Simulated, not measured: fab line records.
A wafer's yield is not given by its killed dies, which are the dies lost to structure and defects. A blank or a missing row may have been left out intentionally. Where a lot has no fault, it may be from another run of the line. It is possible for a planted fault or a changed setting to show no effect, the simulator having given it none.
fab line records :: flow nandHarc
record:
  lots: 6
  wafers: 18
  lastDay: 32
route steps=1302 shown A_ONON_D2@552 END@1302
lots that met no fault: from a run of the same line without faults
startH: start of the lot's first displayed wafer, in hours after the record's first day :: waitH: hours elapsed since this lot's preceding step :: " identical to the entry in the row above :: L1.1+2: a single row standing in for several wafers :: - value missing, or start not given :: * or withheld: withheld :: < > ~ a bound
route shown NAME@n: NAME is a module with steps in the file, n the number in the route of the first one :: usual: average and standard deviation across the fault-free wafers :: same: alike in all rows :: chamber/n: place in a boat :: sites: readings site by site :: _std_site: the values' standard deviation :: _edge_site: inner sites' mean taken away from outer sites' mean :: radiusMm: for every site, how far away it sits from the centre of the wafer :: mask NAME#n: copy n :: behind: tool/chamber where the wafer was last shaped :: hold: reason for holding the lot/hours on hold/outcome of the hold :: device: which transistor (n, p or np) failed to switch :: end of line: tests run on the same wafers once the route is complete :: a step with no rows: only its recipe :: killed: not the wafer's yield, but the dies lost to structure and defects at the first sort :: map: dies across one wafer; x = killed, . = not, _ = none there
set.NAME: the run value of the setting; set.NAME@STEP: its run value at that earlier step :: model.NAME: the simulator's own value behind a step, which no gauge read
certain route steps with their lots: each step a table, each wafer a row
services: when a tool's chamber went out of use (startH, in hours from the record's first day, below 0 if earlier), for how many hours, and the reason
== steps ==
step: NHARC_A_ONON_D2_THK_MEAS_11
recipe:
  thkMeasGauge: ellipsometry
usual:
  thkNm: 997/11
lot.wafer: L644.2
tool: filmMetro-01
chamber: -
startH: 285.72
waitH: -
thkNm: 985

lot.wafer: L644.3
tool: filmMetro-01
chamber: -
startH: 285.72
waitH: -
thkNm: 982

lot.wafer: L644.6
tool: filmMetro-01
chamber: -
startH: 285.72
waitH: -
thkNm: 981

lot.wafer: L650.1
tool: filmMetro-02
chamber: -
startH: 347.12
waitH: -
thkNm: 1005

lot.wafer: L650.3
tool: filmMetro-02
chamber: -
startH: 347.12
waitH: -
thkNm: 1005

lot.wafer: L650.6
tool: filmMetro-02
chamber: -
startH: 347.12
waitH: -
thkNm: 1007

lot.wafer: L654.4
tool: filmMetro-01
chamber: -
startH: 388.00
waitH: -
thkNm: 1017

lot.wafer: L654.5
tool: filmMetro-01
chamber: -
startH: 388.00
waitH: -
thkNm: 1015

lot.wafer: L654.6
tool: filmMetro-01
chamber: -
startH: 388.00
waitH: -
thkNm: 1018

lot.wafer: L660.1
tool: filmMetro-01
chamber: -
startH: 443.22
waitH: -
thkNm: 1008

lot.wafer: L660.3
tool: filmMetro-01
chamber: -
startH: 443.22
waitH: -
thkNm: 1007

lot.wafer: L660.6
tool: filmMetro-01
chamber: -
startH: 443.22
waitH: -
thkNm: 1005

lot.wafer: L663.1
tool: filmMetro-01
chamber: -
startH: 479.27
waitH: -
thkNm: 1009

lot.wafer: L663.3
tool: filmMetro-01
chamber: -
startH: 479.27
waitH: -
thkNm: 1009

lot.wafer: L663.4
tool: filmMetro-01
chamber: -
startH: 479.27
waitH: -
thkNm: 1008

lot.wafer: L665.2
tool: filmMetro-02
chamber: -
startH: 491.75
waitH: -
thkNm: 1009

lot.wafer: L665.5
tool: filmMetro-02
chamber: -
startH: 491.75
waitH: -
thkNm: 1007

lot.wafer: L665.6
tool: filmMetro-02
chamber: -
startH: 491.75
waitH: -
thkNm: 1007
step: NHARC_A_ONON_D2_DEP_12
recipe:
  targetThkA: 10000
  n2FlowSccm: 2750
  n2oFlowSccm: 2000
  nh3FlowSccm: 500
  sih4FlowSccm: 210
  tempC: 400
step: NHARC_A_ONON_D2_THK_MEAS_14
recipe:
  thkMeasGauge: ellipsometry
usual:
  thkNm: 999/8.6
lot.wafer: L644.2
tool: filmMetro-02
chamber: -
startH: 286.29
waitH: -
thkNm: 1000

lot.wafer: L644.3
tool: filmMetro-02
chamber: -
startH: 286.29
waitH: -
thkNm: 1001

lot.wafer: L644.6
tool: filmMetro-02
chamber: -
startH: 286.29
waitH: -
thkNm: 1000

lot.wafer: L650.1
tool: filmMetro-01
chamber: -
startH: 347.71
waitH: -
thkNm: 985

lot.wafer: L650.3
tool: filmMetro-01
chamber: -
startH: 347.71
waitH: -
thkNm: 986

lot.wafer: L650.6
tool: filmMetro-01
chamber: -
startH: 347.71
waitH: -
thkNm: 986

lot.wafer: L654.4
tool: filmMetro-01
chamber: -
startH: 388.56
waitH: -
thkNm: 997

lot.wafer: L654.5
tool: filmMetro-01
chamber: -
startH: 388.56
waitH: -
thkNm: 994

lot.wafer: L654.6
tool: filmMetro-01
chamber: -
startH: 388.56
waitH: -
thkNm: 995

lot.wafer: L660.1
tool: filmMetro-01
chamber: -
startH: 443.79
waitH: -
thkNm: 1017

lot.wafer: L660.3
tool: filmMetro-01
chamber: -
startH: 443.79
waitH: -
thkNm: 1018

lot.wafer: L660.6
tool: filmMetro-01
chamber: -
startH: 443.79
waitH: -
thkNm: 1017

lot.wafer: L663.1
tool: filmMetro-01
chamber: -
startH: 479.83
waitH: -
thkNm: 1010

lot.wafer: L663.3
tool: filmMetro-01
chamber: -
startH: 479.83
waitH: -
thkNm: 1010

lot.wafer: L663.4
tool: filmMetro-01
chamber: -
startH: 479.83
waitH: -
thkNm: 1011

lot.wafer: L665.2
tool: filmMetro-02
chamber: -
startH: 492.32
waitH: -
thkNm: 998

lot.wafer: L665.5
tool: filmMetro-02
chamber: -
startH: 492.32
waitH: -
thkNm: 997

lot.wafer: L665.6
tool: filmMetro-02
chamber: -
startH: 492.32
waitH: -
thkNm: 997
step: NHARC_A_ONON_D2_ANNEAL_15
recipe:
  tempC: 750
  timeS: 3600
step: NHARC_A_ONON_D2_DEP_16
recipe:
  targetThkA: 10000
  n2FlowSccm: 2750
  n2oFlowSccm: 2000
  nh3FlowSccm: 500
  sih4FlowSccm: 210
  tempC: 400
step: NHARC_A_ONON_D2_THK_MEAS_18
recipe:
  thkMeasGauge: ellipsometry
usual:
  thkNm: 999/12
lot.wafer: L644.2
tool: filmMetro-02
chamber: -
startH: 294.01
waitH: -
thkNm: 999

lot.wafer: L644.3
tool: filmMetro-02
chamber: -
startH: 294.01
waitH: -
thkNm: 997

lot.wafer: L644.6
tool: filmMetro-02
chamber: -
startH: 294.01
waitH: -
thkNm: 999

lot.wafer: L650.1
tool: filmMetro-02
chamber: -
startH: 355.14
waitH: -
thkNm: 1001

lot.wafer: L650.3
tool: filmMetro-02
chamber: -
startH: 355.14
waitH: -
thkNm: 1001

lot.wafer: L650.6
tool: filmMetro-02
chamber: -
startH: 355.14
waitH: -
thkNm: 999

lot.wafer: L654.4
tool: filmMetro-01
chamber: -
startH: 395.96
waitH: -
thkNm: 991

lot.wafer: L654.5
tool: filmMetro-01
chamber: -
startH: 395.96
waitH: -
thkNm: 992

lot.wafer: L654.6
tool: filmMetro-01
chamber: -
startH: 395.96
waitH: -
thkNm: 991

lot.wafer: L660.1
tool: filmMetro-01
chamber: -
startH: 452.18
waitH: -
thkNm: 997

lot.wafer: L660.3
tool: filmMetro-01
chamber: -
startH: 452.18
waitH: -
thkNm: 996

lot.wafer: L660.6
tool: filmMetro-01
chamber: -
startH: 452.18
waitH: -
thkNm: 996

lot.wafer: L663.1
tool: filmMetro-02
chamber: -
startH: 487.17
waitH: -
thkNm: 1008

lot.wafer: L663.3
tool: filmMetro-02
chamber: -
startH: 487.17
waitH: -
thkNm: 1011

lot.wafer: L663.4
tool: filmMetro-02
chamber: -
startH: 487.17
waitH: -
thkNm: 1009

lot.wafer: L665.2
tool: filmMetro-02
chamber: -
startH: 500.31
waitH: -
thkNm: 981

lot.wafer: L665.5
tool: filmMetro-02
chamber: -
startH: 500.31
waitH: -
thkNm: 981

lot.wafer: L665.6
tool: filmMetro-02
chamber: -
startH: 500.31
waitH: -
thkNm: 982
step: NHARC_A_ONON_D2_DEP_19
recipe:
  targetThkA: 10000
  n2FlowSccm: 2750
  n2oFlowSccm: 2000
  nh3FlowSccm: 500
  sih4FlowSccm: 210
  tempC: 400
step: NHARC_A_ONON_D2_THK_MEAS_21
recipe:
  thkMeasGauge: ellipsometry
usual:
  thkNm: 999/10
lot.wafer: L644.2
tool: filmMetro-02
chamber: -
startH: 294.58
waitH: -
thkNm: 998

lot.wafer: L644.3
tool: filmMetro-02
chamber: -
startH: 294.58
waitH: -
thkNm: 998

lot.wafer: L644.6
tool: filmMetro-02
chamber: -
startH: 294.58
waitH: -
thkNm: 998

lot.wafer: L650.1
tool: filmMetro-01
chamber: -
startH: 355.71
waitH: -
thkNm: 1005

lot.wafer: L650.3
tool: filmMetro-01
chamber: -
startH: 355.71
waitH: -
thkNm: 1005

lot.wafer: L650.6
tool: filmMetro-01
chamber: -
startH: 355.71
waitH: -
thkNm: 1005

lot.wafer: L654.4
tool: filmMetro-02
chamber: -
startH: 396.53
waitH: -
thkNm: 1005

lot.wafer: L654.5
tool: filmMetro-02
chamber: -
startH: 396.53
waitH: -
thkNm: 1005

lot.wafer: L654.6
tool: filmMetro-02
chamber: -
startH: 396.53
waitH: -
thkNm: 1007

lot.wafer: L660.1
tool: filmMetro-01
chamber: -
startH: 452.74
waitH: -
thkNm: 1008

lot.wafer: L660.3
tool: filmMetro-01
chamber: -
startH: 452.74
waitH: -
thkNm: 1008

lot.wafer: L660.6
tool: filmMetro-01
chamber: -
startH: 452.74
waitH: -
thkNm: 1006

lot.wafer: L663.1
tool: filmMetro-02
chamber: -
startH: 487.75
waitH: -
thkNm: 988

lot.wafer: L663.3
tool: filmMetro-02
chamber: -
startH: 487.75
waitH: -
thkNm: 988

lot.wafer: L663.4
tool: filmMetro-02
chamber: -
startH: 487.75
waitH: -
thkNm: 990

lot.wafer: L665.2
tool: filmMetro-01
chamber: -
startH: 500.88
waitH: -
thkNm: 1007

lot.wafer: L665.5
tool: filmMetro-01
chamber: -
startH: 500.88
waitH: -
thkNm: 1009

lot.wafer: L665.6
tool: filmMetro-01
chamber: -
startH: 500.88
waitH: -
thkNm: 1009
step: NHARC_A_ONON_D2_DEP_22
recipe:
  targetThkA: 10000
  n2FlowSccm: 2750
  n2oFlowSccm: 2000
  nh3FlowSccm: 500
  sih4FlowSccm: 210
  tempC: 400
step: NHARC_A_ONON_D2_THK_MEAS_24
recipe:
  thkMeasGauge: ellipsometry
usual:
  thkNm: 1002/11
lot.wafer: L644.2
tool: filmMetro-02
chamber: -
startH: 295.15
waitH: -
thkNm: 985

lot.wafer: L644.3
tool: filmMetro-02
chamber: -
startH: 295.15
waitH: -
thkNm: 987

lot.wafer: L644.6
tool: filmMetro-02
chamber: -
startH: 295.15
waitH: -
thkNm: 987

lot.wafer: L650.1
tool: filmMetro-01
chamber: -
startH: 356.28
waitH: -
thkNm: 995

lot.wafer: L650.3
tool: filmMetro-01
chamber: -
startH: 356.28
waitH: -
thkNm: 996

lot.wafer: L650.6
tool: filmMetro-01
chamber: -
startH: 356.28
waitH: -
thkNm: 994

lot.wafer: L654.4
tool: filmMetro-01
chamber: -
startH: 397.09
waitH: -
thkNm: 999

lot.wafer: L654.5
tool: filmMetro-01
chamber: -
startH: 397.09
waitH: -
thkNm: 998

lot.wafer: L654.6
tool: filmMetro-01
chamber: -
startH: 397.09
waitH: -
thkNm: 997

lot.wafer: L660.1
tool: filmMetro-02
chamber: -
startH: 453.31
waitH: -
thkNm: 1011

lot.wafer: L660.3
tool: filmMetro-02
chamber: -
startH: 453.31
waitH: -
thkNm: 1009

lot.wafer: L660.6
tool: filmMetro-02
chamber: -
startH: 453.31
waitH: -
thkNm: 1011

lot.wafer: L663.1
tool: filmMetro-01
chamber: -
startH: 488.31
waitH: -
thkNm: 993

lot.wafer: L663.3
tool: filmMetro-01
chamber: -
startH: 488.31
waitH: -
thkNm: 996

lot.wafer: L663.4
tool: filmMetro-01
chamber: -
startH: 488.31
waitH: -
thkNm: 995

lot.wafer: L665.2
tool: filmMetro-02
chamber: -
startH: 501.48
waitH: -
thkNm: 993

lot.wafer: L665.5
tool: filmMetro-02
chamber: -
startH: 501.48
waitH: -
thkNm: 994

lot.wafer: L665.6
tool: filmMetro-02
chamber: -
startH: 501.48
waitH: -
thkNm: 992
step: NHARC_A_ONON_D2_DEP_25
recipe:
  targetThkA: 10000
  n2FlowSccm: 2750
  n2oFlowSccm: 2000
  nh3FlowSccm: 500
  sih4FlowSccm: 210
  tempC: 400
step: NHARC_A_ONON_D2_THK_MEAS_27
recipe:
  thkMeasGauge: ellipsometry
usual:
  thkNm: 1002/8.9
lot.wafer: L644.2
tool: filmMetro-01
chamber: -
startH: 295.71
waitH: -
thkNm: 1014

lot.wafer: L644.3
tool: filmMetro-01
chamber: -
startH: 295.71
waitH: -
thkNm: 1014

lot.wafer: L644.6
tool: filmMetro-01
chamber: -
startH: 295.71
waitH: -
thkNm: 1012

lot.wafer: L650.1
tool: filmMetro-01
chamber: -
startH: 356.84
waitH: -
thkNm: 999

lot.wafer: L650.3
tool: filmMetro-01
chamber: -
startH: 356.84
waitH: -
thkNm: 1002

lot.wafer: L650.6
tool: filmMetro-01
chamber: -
startH: 356.84
waitH: -
thkNm: 1002

lot.wafer: L654.4
tool: filmMetro-02
chamber: -
startH: 397.65
waitH: -
thkNm: 1006

lot.wafer: L654.5
tool: filmMetro-02
chamber: -
startH: 397.65
waitH: -
thkNm: 1007

lot.wafer: L654.6
tool: filmMetro-02
chamber: -
startH: 397.65
waitH: -
thkNm: 1007

lot.wafer: L660.1
tool: filmMetro-01
chamber: -
startH: 453.87
waitH: -
thkNm: 1015

lot.wafer: L660.3
tool: filmMetro-01
chamber: -
startH: 453.87
waitH: -
thkNm: 1013

lot.wafer: L660.6
tool: filmMetro-01
chamber: -
startH: 453.87
waitH: -
thkNm: 1012

lot.wafer: L663.1
tool: filmMetro-02
chamber: -
startH: 488.87
waitH: -
thkNm: 1006

lot.wafer: L663.3
tool: filmMetro-02
chamber: -
startH: 488.87
waitH: -
thkNm: 1005

lot.wafer: L663.4
tool: filmMetro-02
chamber: -
startH: 488.87
waitH: -
thkNm: 1006

lot.wafer: L665.2
tool: filmMetro-01
chamber: -
startH: 502.05
waitH: -
thkNm: 999

lot.wafer: L665.5
tool: filmMetro-01
chamber: -
startH: 502.05
waitH: -
thkNm: 997

lot.wafer: L665.6
tool: filmMetro-01
chamber: -
startH: 502.05
waitH: -
thkNm: 998
step: NHARC_A_ONON_D2_DEP_28
recipe:
  targetThkA: 10000
  n2FlowSccm: 2750
  n2oFlowSccm: 2000
  nh3FlowSccm: 500
  sih4FlowSccm: 210
  tempC: 400
lot.wafer: L644.2+3+6
tool: pecvdOnon-02
chamber: 0
startH: 295.83
waitH: 0.1

lot.wafer: L650.1+3+6
tool: pecvdOnon-04
chamber: 0
startH: 356.89
waitH: 0.1

lot.wafer: L654.4+5+6
tool: pecvdOnon-01
chamber: 0
startH: 397.88
waitH: 0.2

lot.wafer: L660.1+3+6
tool: pecvdOnon-04
chamber: 0
startH: 453.93
waitH: 0.1

lot.wafer: L663.1+3+4
tool: pecvdOnon-04
chamber: 0
startH: 488.93
waitH: 0.1

lot.wafer: L665.2+5+6
tool: pecvdOnon-02
chamber: 0
startH: 502.16
waitH: 0.1
step: NHARC_A_ONON_D2_THK_MEAS_30
recipe:
  thkMeasGauge: ellipsometry
usual:
  thkNm: 998/13
lot.wafer: L644.2
tool: filmMetro-02
chamber: -
startH: 296.28
waitH: -
hold: -
thkNm: 988

lot.wafer: L644.3
tool: filmMetro-02
chamber: -
startH: 296.28
waitH: -
hold: -
thkNm: 988

lot.wafer: L644.6
tool: filmMetro-02
chamber: -
startH: 296.28
waitH: -
hold: -
thkNm: 988

lot.wafer: L650.1
tool: filmMetro-02
chamber: -
startH: 357.40
waitH: -
hold: -
thkNm: 975

lot.wafer: L650.3
tool: filmMetro-02
chamber: -
startH: 357.40
waitH: -
hold: -
thkNm: 974

lot.wafer: L650.6
tool: filmMetro-02
chamber: -
startH: 357.40
waitH: -
hold: -
thkNm: 974

lot.wafer: L654.4
tool: filmMetro-02
chamber: -
startH: 398.22
waitH: -
hold: -
thkNm: 1007

lot.wafer: L654.5
tool: filmMetro-02
chamber: -
startH: 398.22
waitH: -
hold: -
thkNm: 1009

lot.wafer: L654.6
tool: filmMetro-02
chamber: -
startH: 398.22
waitH: -
hold: -
thkNm: 1008

lot.wafer: L660.1
tool: filmMetro-02
chamber: -
startH: 454.44
waitH: -
hold: awaitDispo/0.2h/release
thkNm: 373

lot.wafer: L660.3
tool: filmMetro-02
chamber: -
startH: 454.44
waitH: -
hold: awaitDispo/0.2h/release
thkNm: 373

lot.wafer: L660.6
tool: filmMetro-02
chamber: -
startH: 454.44
waitH: -
hold: awaitDispo/0.2h/release
thkNm: 371

lot.wafer: L660.1
tool: filmMetro-02
chamber: -
startH: 454.61
waitH: 0.2
hold: -
thkNm: 372

lot.wafer: L660.3
tool: filmMetro-02
chamber: -
startH: 454.61
waitH: 0.2
hold: -
thkNm: 372

lot.wafer: L660.6
tool: filmMetro-02
chamber: -
startH: 454.61
waitH: 0.2
hold: -
thkNm: 374

lot.wafer: L663.1
tool: filmMetro-02
chamber: -
startH: 489.44
waitH: -
hold: awaitDispo/0.2h/release
thkNm: 407

lot.wafer: L663.3
tool: filmMetro-02
chamber: -
startH: 489.44
waitH: -
hold: awaitDispo/0.2h/release
thkNm: 407

lot.wafer: L663.4
tool: filmMetro-02
chamber: -
startH: 489.44
waitH: -
hold: awaitDispo/0.2h/release
thkNm: 409

lot.wafer: L663.1
tool: filmMetro-02
chamber: -
startH: 489.62
waitH: 0.2
hold: -
thkNm: 408

lot.wafer: L663.3
tool: filmMetro-02
chamber: -
startH: 489.62
waitH: 0.2
hold: -
thkNm: 408

lot.wafer: L663.4
tool: filmMetro-02
chamber: -
startH: 489.62
waitH: 0.2
hold: -
thkNm: 409

lot.wafer: L665.2
tool: filmMetro-01
chamber: -
startH: 502.61
waitH: -
hold: -
thkNm: 1011

lot.wafer: L665.5
tool: filmMetro-01
chamber: -
startH: 502.61
waitH: -
hold: -
thkNm: 1012

lot.wafer: L665.6
tool: filmMetro-01
chamber: -
startH: 502.61
waitH: -
hold: -
thkNm: 1013
step: NHARC_END_SORT_01
recipe:
  tempC: 25
usual:
  defectLimitedYield: 90.1/2.6
  killedAtArray: 63/17
  killedAtOther: 0.8/1.1
  killedAtPeriphery: 3.5/3
  killedDies: 67/17
  killedOpen: 3.1/1.6
  killedShort: 2.6/1.4
same:
  grossDies: 677
lot.wafer: L654.4
tool: prober-02
chamber: 0
startH: 670.38
waitH: 3.4
defectLimitedYield[%]: 89.8
killedAtArray: 67
killedAtOther: 0
killedAtPeriphery: 2
killedDies: 69
killedOpen: 1
killedShort: 2

lot.wafer: L654.5
tool: prober-02
chamber: 0
startH: 671.16
waitH: 3.6
defectLimitedYield[%]: 86.9
killedAtArray: 86
killedAtOther: 2
killedAtPeriphery: 1
killedDies: 89
killedOpen: 6
killedShort: 2

lot.wafer: L654.6
tool: prober-02
chamber: 0
startH: 671.95
waitH: 3.9
defectLimitedYield[%]: 88.0
killedAtArray: 79
killedAtOther: 0
killedAtPeriphery: 2
killedDies: 81
killedOpen: 4
killedShort: 3
killed by level:class
L654.4 A_SLIT:chamberFilmFlake=36 A_CHANNEL_HOLE_D1:chamberFilmFlake=23 A_STAIRCASE:chamberFilmFlake=3 A_M1:chamberFilmFlake=2 P_M0:geometricParticle:short=1 A_CHANNEL_FILL_D1:geometricParticle:open=1 A_SGD_CUT:geometricParticle:short=1 P_STI:chamberFilmFlake=1
L654.5 A_SLIT:chamberFilmFlake=36 A_CHANNEL_HOLE_D1:chamberFilmFlake=34 A_STAIRCASE:chamberFilmFlake=4 A_CHANNEL_FILL_D1:geometricParticle:open=2 A_M1:chamberFilmFlake=2 A_ONON_D1:geometricParticle:open=1 A_ONON_D1:geometricParticle:short=1 A_BLC:geometricParticle:open=1
L654.6 A_CHANNEL_HOLE_D1:chamberFilmFlake=39 A_SLIT:chamberFilmFlake=29 A_ONON_D1:geometricParticle:open=2 A_DECK1_JOINT:geometricParticle:short=2 P_STI:chamberFilmFlake=2 A_SLIT:geometricParticle:open=1 A_WL_FILL:geometricParticle:short=1 A_M0:geometricParticle:open=1
== services ==
tool: pecvdOnon-04
chamber: -
startH: 311.28
hours: 13.0
kind: pm

tool: pecvdOnon-02
chamber: -
startH: 366.18
hours: 13.0
kind: pm

tool: pecvdOnon-01
chamber: -
startH: 450.00
hours: 13.0
kind: pm

tool: pecvdOnon-04
chamber: -
startH: 492.28
hours: 13.0
kind: pm
== key ==
firstSign:
  step: NHARC_A_ONON_D2_THK_MEAS_30
  reading: visit
  direction: added
effect:
  step: NHARC_A_ONON_D2_THK_MEAS_30
  reading: thkNm
  direction: down
  sigmas: 48
  usual: 998
  struck: 390
metAt NHARC_A_ONON_D2_DEP_28
struckWafers L660.1,L660.3,L660.6,L663.1,L663.3,L663.4
scrappedBehind NHARC_A_ONON_D2_THK_MEAS_30 L660.1,L660.3,L660.6,L663.1,L663.3,L663.4
onsetBetween 356.89 453.93
fault:
  kind: processParameterDrift
  tool: pecvdOnon-04
  chamber: -
  onsetH: 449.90
  steps: NHARC_A_ONON_D2_DEP_28
  channel: targetThkA
  offset: *
  shape: step
  endH: 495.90
  actsIn: *
  stated: *
